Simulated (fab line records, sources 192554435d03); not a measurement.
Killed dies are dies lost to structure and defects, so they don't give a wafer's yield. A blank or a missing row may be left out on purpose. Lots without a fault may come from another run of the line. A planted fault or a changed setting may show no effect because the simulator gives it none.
fab line records | flow n5_finfet
record lots=10 wafers=29 last_day=17
route steps=1938 shown DUMMY_GATE@231 BEOL_M4@1111
lots that met no fault: from a run of the same line without faults
start_h: hours from the record's first day to the start of the lot's first wafer shown | wait_h: hours since the lot's step before | " the same as in the row above | L1.1+2: a row that stands for several wafers | - no value, or no start given | * or withheld: withheld | < > ~ a bound
route shown NAME@n: a module of which the file shows steps, and the number in the route of the first | usual: mean/standard deviation of fault-free wafers | same: alike in all rows | chamber/n: place in a boat | sites: the reading at each site | _std_site: their standard deviation | _edge_site: outer sites' mean less inner sites' | radius_mm: how far each site lies from the wafer's centre | mask NAME#n: copy n | behind: the tool/chamber that last shaped the wafer | hold: why the lot was held/for how many hours/how that ended | device: the transistor (n, p or np) that didn't switch | end of line: the same wafers' tests at the end of the route | a step without rows: its recipe alone | killed: dies lost to structure and defects at the first sort, not the wafer's yield | map: a wafer's dies, x killed, . not, _ none there
set.NAME: the setting as run; set.NAME@STEP: as run at that earlier step | model.NAME: the simulator's own value behind a step, which no gauge read
steps of the route over a sample of lots; a table a step, a row a wafer
services: from which hour (start_h, from the record's first day; less than 0 if before it) a tool's chamber was out of use, for how many hours, and why
## steps
# step N5_DUMMY_GATE_CD_MEAS_15
# recipe target_cd_nm=25.8 landing_energy_ev=500 detector=se_inlens
# usual cd_nm=25.02/0.22
# columns lot.wafer tool chamber start_h wait_h cd_nm
L522.2 cd_sem-01 0 52.35 - 24.95
L522.5 " 0 " " 25.12
L522.6 " 0 " " 24.67
L523.3 cd_sem-03 0 61.55 - 24.60
L523.4 " 0 " " 24.56
L523.5 " 0 " " 25.24
L524.3 cd_sem-03 0 63.66 - 24.95
L524.4 " 0 " " 24.96
L526.1 cd_sem-01 0 77.37 - 24.93
L526.3 " 0 " " 25.04
L526.4 " 0 " " 25.42
L534.1 cd_sem-01 0 124.52 - 24.94
L534.3 " 0 " " 24.91
L534.6 " 0 " " 25.36
L536.1 cd_sem-01 0 135.54 - 24.91
L536.2 " 0 " " 25.34
L536.4 " 0 " " 25.25
L538.2 cd_sem-03 0 149.47 - 24.88
L538.3 " 0 " " 25.37
L538.5 " 0 " " 25.11
L539.2 cd_sem-03 0 158.76 - 24.99
L539.3 " 0 " " 25.30
L539.4 " 0 " " 25.09
L540.4 cd_sem-01 0 163.11 - 25.05
L540.5 " 0 " " 25.28
L540.6 " 0 " " 25.08
L541.1 cd_sem-01 0 167.83 - 25.06
L541.3 " 0 " " 25.52
L541.5 " 0 " " 24.91
# step N5_DUMMY_GATE_CD_MEAS_50
# recipe target_cd_nm=14
# usual cd_nm=14.0/0.39
# columns lot.wafer tool chamber start_h wait_h cd_nm
L522.2 cd_sem-02 - 52.86 0.0 14.0
L522.5 " - " " 14.6
L522.6 " - " " 15.2
L523.3 cd_sem-03 - 62.06 0.0 14.7
L523.4 " - " " 14.3
L523.5 " - " " 14.1
L524.3 cd_sem-01 - 64.19 0.0 13.8
L524.4 " - " " 14.1
L526.1 cd_sem-02 - 77.87 0.0 14.0
L526.3 " - " " 13.8
L526.4 " - " " 14.6
L534.1 cd_sem-01 - 125.16 0.1 14.4
L534.3 " - " " 13.9
L534.6 " - " " 14.7
L536.1 cd_sem-02 - 136.37 0.0 13.9
L536.2 " - " " 14.0
L536.4 " - " " 14.4
L538.2 cd_sem-02 - 149.98 0.0 13.8
L538.3 " - " " 14.2
L538.5 " - " " 13.9
L539.2 cd_sem-02 - 159.27 0.1 13.8
L539.3 " - " " 14.2
L539.4 " - " " 14.1
L540.4 cd_sem-03 - 163.61 0.0 14.1
L540.5 " - " " 14.2
L540.6 " - " " 13.5
L541.1 cd_sem-01 - 168.33 0.0 13.8
L541.3 " - " " 13.8
L541.5 " - " " 13.8
# step N5_DUMMY_GATE_ETCH_32
# recipe chemistry=CF4 target=SiO2 target_depth_a=35 time_s=3.9 ion_energy_ev=350 pressure_mtorr=10 icp_w=800 bias_w=400 cf4_flow_sccm=80
# usual cf4_flow_sccm=80.01/0.24 drypump_motor_current_A=5.6/0.39 oes_product_au=1.004/0.023 throttle_valve_pct=21.69/0.18
# columns lot.wafer tool chamber start_h wait_h cf4_flow_sccm drypump_motor_current_A oes_product_au rf_hours_counter_h throttle_valve_pct
L522.2 rie_si-01 3 53.15 0.1 80.38 4.9 1.010 57 21.76
L522.5 " 0 " " 80.04 5.7 0.996 - 21.79
L522.6 " 3 " " 80.28 4.9 1.009 - 21.77
L523.3 rie_si-01 3 62.55 0.1 79.94 4.9 1.007 58 21.76
L523.4 " 1 " " 79.81 5.6 1.051 155 22.02
L523.5 " 3 " " 79.99 4.9 1.017 - 21.77
L524.3 rie_si-01 3 64.66 0.1 79.63 4.9 1.001 58 21.76
L524.4 " 1 " " 79.97 5.6 1.039 155 22.04
L526.1 rie_si-01 0 78.17 0.1 79.88 5.7 1.003 134 21.79
L526.3 " 3 " " 80.29 4.9 1.005 58 21.75
L526.4 " 2 " " 79.92 5.2 1.010 - 21.43
L534.1 rie_si-03 0 125.57 0.2 80.22 6.0 0.947 153 21.48
L534.3 " 1 " " 79.81 5.8 0.982 142 21.71
L534.6 " 0 " " 80.01 6.0 0.963 - 21.47
L536.1 rie_si-05 3 136.66 0.1 80.23 5.5 1.002 184 21.84
L536.2 " 0 " " 80.35 6.0 1.032 80 21.44
L536.4 " 1 " " 79.90 5.1 0.996 28 21.94
L538.2 rie_si-05 3 150.27 0.1 80.53 5.5 0.987 184 21.82
L538.3 " 0 " " 79.86 6.1 1.018 80 21.41
L538.5 " 2 " " 80.04 5.4 0.981 - 21.56
L539.2 rie_si-03 3 159.57 0.1 80.35 6.0 1.029 62 21.72
L539.3 " 2 " " 79.74 6.0 1.022 4 21.72
L539.4 " 1 " " 80.44 5.8 0.995 143 21.71
L540.4 rie_si-01 2 163.90 0.1 79.71 5.3 1.006 187 21.43
L540.5 " 3 " " 79.54 4.9 1.011 - 21.75
L540.6 " 0 " " 80.42 5.7 1.009 - 21.80
L541.1 rie_si-01 2 168.63 0.1 79.94 5.3 1.006 187 21.42
L541.3 " 0 " " 79.70 5.7 1.006 136 21.79
L541.5 " 2 " " 79.91 5.2 1.003 - 21.42
# step N5_DUMMY_GATE_ETCH_23
# recipe chemistry=HBr/Cl2/O2 HBr_flow_sccm=150 Cl2_flow_sccm=80 O2_flow_sccm=12 bias_w=102 target_depth_a=410 time_s=22.3 target=poly-Si mask_material=SiO2 pressure_mtorr=10 icp_w=800
# usual O2_flow_sccm=12.00/0.036 drypump_motor_current_A=5.6/0.39 mfc_cl2_sccm=80.02/0.26 oes_product_au=1.003/0.023 throttle_valve_pct=37.1/0.35
# columns lot.wafer tool chamber start_h wait_h O2_flow_sccm drypump_motor_current_A mfc_cl2_sccm oes_product_au rf_hours_counter_h throttle_valve_pct
L522.2 rie_si-01 3 53.18 0.0 11.99 4.9 79.69 1.010 57 37.5
L522.5 " 0 " " 12.10 5.7 80.11 1.001 - 37.4
L522.6 " 3 " " 12.03 4.9 79.64 1.007 - 37.5
L523.3 rie_si-01 3 62.58 0.0 12.03 4.9 79.81 0.914 58 37.5
L523.4 " 1 " " 12.01 5.5 80.12 1.039 155 37.3
L523.5 " 3 " " 11.99 4.9 80.00 1.024 - 37.5
L524.3 rie_si-01 3 64.69 0.0 11.98 4.9 79.85 0.922 58 37.5
L524.4 " 1 " " 11.99 5.5 79.85 1.052 155 37.3
L526.1 rie_si-01 0 78.20 0.0 11.98 5.7 79.69 0.908 134 37.4
L526.3 " 3 " " 12.02 4.9 80.20 0.906 58 37.5
L526.4 " 2 " " 11.94 5.3 80.27 1.010 - 36.5
L534.1 rie_si-03 0 125.61 0.0 11.99 6.0 80.14 0.956 153 36.9
L534.3 " 1 " " 12.01 5.8 79.63 1.007 142 37.1
L534.6 " 0 " " 12.02 6.0 80.27 0.952 - 36.9
L536.1 rie_si-05 3 136.70 0.0 12.05 5.5 79.95 0.984 184 37.5
L536.2 " 0 " " 11.92 6.0 79.67 1.013 80 36.7
L536.4 " 1 " " 12.02 5.1 79.94 1.000 28 37.7
L538.2 rie_si-05 3 150.30 0.0 12.05 5.5 79.80 0.994 184 37.5
L538.3 " 0 " " 12.00 6.1 79.50 1.019 80 36.7
L538.5 " 2 " " 11.97 5.4 80.08 0.965 - 36.7
L539.2 rie_si-03 3 159.60 0.0 12.05 6.0 80.13 1.033 62 37.1
L539.3 " 2 " " 12.04 6.0 79.62 1.036 4 37.2
L539.4 " 1 " " 12.03 5.8 80.03 0.999 143 37.1
L540.4 rie_si-01 2 163.93 0.0 11.99 5.2 80.33 1.011 187 36.5
L540.5 " 3 " " 11.96 4.9 79.88 1.022 - 37.5
L540.6 " 0 " " 11.94 5.7 80.35 1.008 - 37.4
L541.1 rie_si-01 2 168.66 0.0 12.00 5.3 80.19 1.002 187 36.5
L541.3 " 0 " " 11.96 5.7 79.42 1.000 136 37.4
L541.5 " 2 " " 12.00 5.3 80.07 1.002 - 36.5
# step N5_BEOL_M4_RC_MEAS_101
# usual DIBL_N=36.0/1.7 DIBL_P=35.8/2 IOFF_N=0.15/0.03 IOFF_P=0.20/0.037 ION_N=670/12 ION_P=460/7.2 SS_N=71.5/0.68 SS_P=73.2/0.65 VT_N=250/3.1 VT_P=-251/3.4
# columns lot.wafer tool chamber start_h wait_h DIBL_N[mV/V] DIBL_P[mV/V] IOFF_N[nA/um] IOFF_P[nA/um] ION_N[uA/um] ION_P[uA/um] SS_N[mV/dec] SS_P[mV/dec] VT_N[mV] VT_P[mV]
L522.2 prober-01 0 175.62 0.2 36.4 35.4 0.16 0.20 664 456 71.6 73.0 250 -251
L522.5 " 0 " " 34.2 31.6 0.11 0.16 655 455 70.5 72.0 256 -256
L522.6 " 0 " " 34.7 32.5 0.13 0.16 662 454 71.2 72.5 253 -257
L524.3 prober-02 0 177.73 0.3 38.7 39.0 0.19 0.28 671 463 72.0 74.1 246 -244
L524.4 " 0 " " 32.9 31.0 0.09 0.14 638 444 71.2 71.2 258 -255
L523.3 prober-01 0 180.80 0.3 34.2 33.2 0.12 0.16 667 456 71.8 72.0 251 -252
L523.4 " 0 " " 35.8 34.4 0.15 0.17 677 457 72.1 72.7 247 -253
L523.5 " 0 " " 36.6 34.3 0.15 0.16 646 440 72.3 72.8 252 -253
L526.1 prober-02 0 200.82 0.0 33.1 33.6 0.12 0.14 662 454 71.1 73.1 252 -256
L526.3 " 0 " " 35.4 36.4 0.16 0.18 666 448 71.8 73.2 248 -254
L526.4 " 0 " " 34.2 35.5 0.14 0.18 682 469 71.3 72.5 251 -255
L534.1 prober-01 0 255.01 0.0 36.2 35.7 0.14 0.19 658 453 71.2 72.7 252 -252
L534.3 " 0 " " 35.2 35.6 0.14 0.20 684 470 71.1 73.4 250 -250
L534.6 " 0 " " 35.0 34.7 0.12 0.18 655 460 70.1 72.7 254 -251
L539.2 prober-01 0 274.55 0.2 37.5 38.7 0.19 0.21 678 456 72.3 73.8 251 -252
L539.3 " 0 " " 34.2 34.3 0.12 0.15 670 455 71.8 73.0 255 -259
L539.4 " 0 " " 33.3 33.9 0.11 0.14 655 443 71.4 72.8 255 -259
L536.1 prober-01 0 281.65 0.0 35.4 35.2 0.14 0.20 676 469 71.5 73.1 252 -249
L536.2 " 0 " " 35.4 36.6 0.16 0.23 674 466 71.5 73.0 249 -247
L536.4 " 0 " " 34.2 32.8 0.12 0.17 670 457 71.4 72.7 251 -252
L538.2 prober-02 0 282.10 0.2 34.7 33.5 0.13 0.19 671 460 71.4 72.2 252 -249
L538.3 " 0 " " 36.5 35.0 0.15 0.22 647 448 72.0 72.6 251 -247
L538.5 " 0 " " 36.4 35.7 0.15 0.22 658 456 71.8 72.8 251 -247
L540.4 prober-01 0 290.17 0.5 35.0 35.2 0.14 0.21 677 466 70.9 73.5 249 -249
L540.5 " 0 " " 36.0 35.9 0.16 0.21 683 461 71.0 73.1 250 -250
L540.6 " 0 " " 36.9 37.6 0.17 0.24 690 470 71.8 73.5 250 -246
L541.1 prober-02 0 299.09 0.0 34.7 33.9 0.13 0.18 664 454 70.7 73.4 252 -249
L541.3 " 0 " " 37.6 37.7 0.17 0.24 684 467 71.3 73.3 249 -249
L541.5 " 0 " " 34.3 33.2 0.12 0.17 653 452 70.4 72.3 250 -254
## services
# columns tool chamber start_h hours kind
rie_si-01 - 69.17 2.8 pm
rie_si-01 1 74.25 6.1 repair
rie_si-05 - 84.15 14.6 pm
rie_si-05 - 110.17 2.8 pm
rie_si-03 - 116.19 2.8 pm
rie_si-01 - 135.58 0.1 repair
## key
first_sign step=N5_DUMMY_GATE_ETCH_23 reading=oes_product_au direction=down sigmas=3.9 usual=1.003 struck=0.913
effect none on later readings
met_at N5_DUMMY_GATE_ETCH_23
struck_lots L523,L524,L526
struck_wafers L523.3,L524.3,L526.1,L526.3
not_acting_at N5_DUMMY_GATE_CD_MEAS_15,N5_DUMMY_GATE_CD_MEAS_50,N5_DUMMY_GATE_ETCH_32
onset_between 53.18 62.58
fault kind=process_parameter_drift tool=rie_si-01 chamber=- onset_h=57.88 steps=N5_DUMMY_GATE_ETCH_23 channel=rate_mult offset=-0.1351 shape=step end_h=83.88 scope=struck_wafers_only
